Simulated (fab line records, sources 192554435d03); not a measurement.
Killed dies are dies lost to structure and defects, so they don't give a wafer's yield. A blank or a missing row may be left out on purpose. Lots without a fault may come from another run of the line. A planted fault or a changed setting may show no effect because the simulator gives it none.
Chamber matching | flow n5_finfet | N5_BEOL_M10_DESCUM_16 on rie_diel-06: 4 sister chambers
The step chemistry O2, time 7.9 s. 4 wafers are shown with their chamber, then 8 later ones without.

WAFERS WITH THEIR CHAMBER
wafer  | chamber | showerhead_plenum_p_Torr (Torr)
L084.1 | 3       | 2.12
L091.3 | 0       | 2.19
L091.4 | 1       | 2.02
L089.2 | 2       | 2.19

WAFERS WITHOUT THEIR CHAMBER
wafer  | showerhead_plenum_p_Torr (Torr)
L089.4 | 2.11
L089.5 | 2.19
L093.1 | 2.11
L093.2 | 2.19
L093.4 | 2.02
L096.3 | 2.19
L096.5 | 2.01
L096.6 | 2.10

WHICH CHAMBER EACH WENT THROUGH
wafer  | from the rows above     | in truth
L089.4 | 3                       | 3
L089.5 | can't be placed: 0 or 2 | 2
L093.1 | 3                       | 3
L093.2 | can't be placed: 0 or 2 | 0
L093.4 | 1                       | 1
L096.3 | can't be placed: 0 or 2 | 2
L096.5 | 1                       | 1
L096.6 | 3                       | 3
Placed correctly: 5 of 8. Can't be placed from these rows: 3 (the true chamber is among the candidates in 3). Placed wrongly: 0.
How it was worked out, from the rows above alone: a wafer's distance from a chamber is the root of the sum, over the readings, of the square of ((its reading less the chamber's mean) divided by the reading's scatter). The wafer belongs to the nearest chamber; if the next one is less than 2 further off, it can't be placed. A chamber's mean is the mean of its shown wafers. The scatter: with one shown wafer a chamber, the root of the mean of the squares of how far each hidden wafer lies from its nearest shown one.
